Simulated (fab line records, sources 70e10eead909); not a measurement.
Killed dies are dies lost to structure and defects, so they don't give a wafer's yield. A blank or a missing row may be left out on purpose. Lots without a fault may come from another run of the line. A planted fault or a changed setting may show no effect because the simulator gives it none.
Problem report in the 8D (eight disciplines) form, filled by code | flow nand_harc | the parts of the form that need people (team, actions taken, sign-off) are left out

1. THE PROBLEM
cd_nm at NHARC_A_M1_CD_MEAS_09 reads a mean of 128.5 nm on 1 wafer of 1 lot; wafers without a fault read 120.3 nm with a standard deviation of 0.74. That is +11 standard deviations from the usual mean.
The step: target cd 120 nm.
First seen on wafer L677.5, day 27 06:31, on cd_sem-02. The record holds 36 wafers of 12 lots with a number at this step. Rule for "out", or "out of limits": more than 4 standard deviations from the usual mean. The other wafers with a number count as sound.

2. WHAT IT IS AND WHAT IT IS NOT
question                    | is                | is not
which readings at this step | cd_nm             | -
which lots                  | L677              | L666, L667, L668, L669, L671, L672, L673, L685, L686, L688, L689
which wafers of those lots  | L677.5            | L677.3, L677.6
read on which gauges        | cd_sem-02         | cd_sem-01, cd_sem-03
when                        | from day 27 06:31 | up to then (23 sound wafers); but 12 sound wafers of L685, L686, L688, L689 came after

3. SUSPECTS, AND WHAT RULES EACH OUT
Counting: a tool at a process step up to the reading stays a suspect if it ran every lot that is out. Sound lots after the first of them don't rule it out here, since some wafers of a struck lot are sound.
- the gauge at NHARC_A_M1_CD_MEAS_09: kept. All the wafers that are out were read on cd_sem-02, and no step on other tools shows them out.
- pvd_sputter-01 at NHARC_A_M0_PVD_21 (deposits Cu, target thk 30 nm, time 20.49 s): kept. It ran the lot that is out, L677 (day 27 05:11); its last sound lot up to then is L666 (day 24 00:40). NHARC_A_M0_PVD_21 gives no start for some lots, so the hours and the order of its lots are those of NHARC_A_M0_PRE_CLEAN_31.
- pecvd-03 at NHARC_A_M0_PRE_CLEAN_31 (time 12 s): kept. It ran the lot that is out, L677 (day 27 05:11); its last sound lot up to then is L673 (day 25 09:50).
- arfi_scanner-02 at NHARC_A_M1_EXPOSE_06 (exposes mask A M1, target cd 120 nm): kept. It ran the lot that is out, L677 (day 27 06:23); its last sound lot up to then is L673 (day 25 10:52).
- Within pecvd-03 at NHARC_A_M0_PRE_CLEAN_31: the wafers that are out ran in chamber 1; their sound lot-mates ran in chambers 0, 2.
Left after counting: pvd_sputter-01 at NHARC_A_M0_PVD_21, pecvd-03 at NHARC_A_M0_PRE_CLEAN_31, arfi_scanner-02 at NHARC_A_M1_EXPOSE_06, cd_sem-02 at NHARC_A_M1_CD_MEAS_09.

4. THE CAUSE (what the simulator had put in)
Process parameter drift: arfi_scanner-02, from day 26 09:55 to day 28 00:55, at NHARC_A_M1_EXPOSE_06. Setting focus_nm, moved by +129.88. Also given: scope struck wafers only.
Counting left 4 suspects, and this tool is among them.

5. THE CHAIN OF EFFECTS, in route order
Each row: a reading whose mean over the struck wafers that have a number lies more than 3 standard deviations from the usual. Only readings for which the record gives a usual standard deviation are gone through. hours: the time from each lot's start at the first step in this table that gives one to its start at this step, as a median over the lots. sigmas: the change in usual standard deviations.
hours | step                  | reading | usual    | on struck wafers | change | sigmas
0     | NHARC_A_M1_CD_MEAS_09 | cd_nm   | 120.3 nm | 128.5            | +8.2   | +11

6. WHAT WOULD HAVE CAUGHT IT SOONER
In this record the first reading out of limits at a measuring or inspecting step was taken at day 27 06:31, 21 hours after the fault began at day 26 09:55.
All the lots that are out (1) had begun NHARC_A_M1_EXPOSE_06 on arfi_scanner-02 by day 27 06:31. A hold on the tool at that time would have spared none of them.
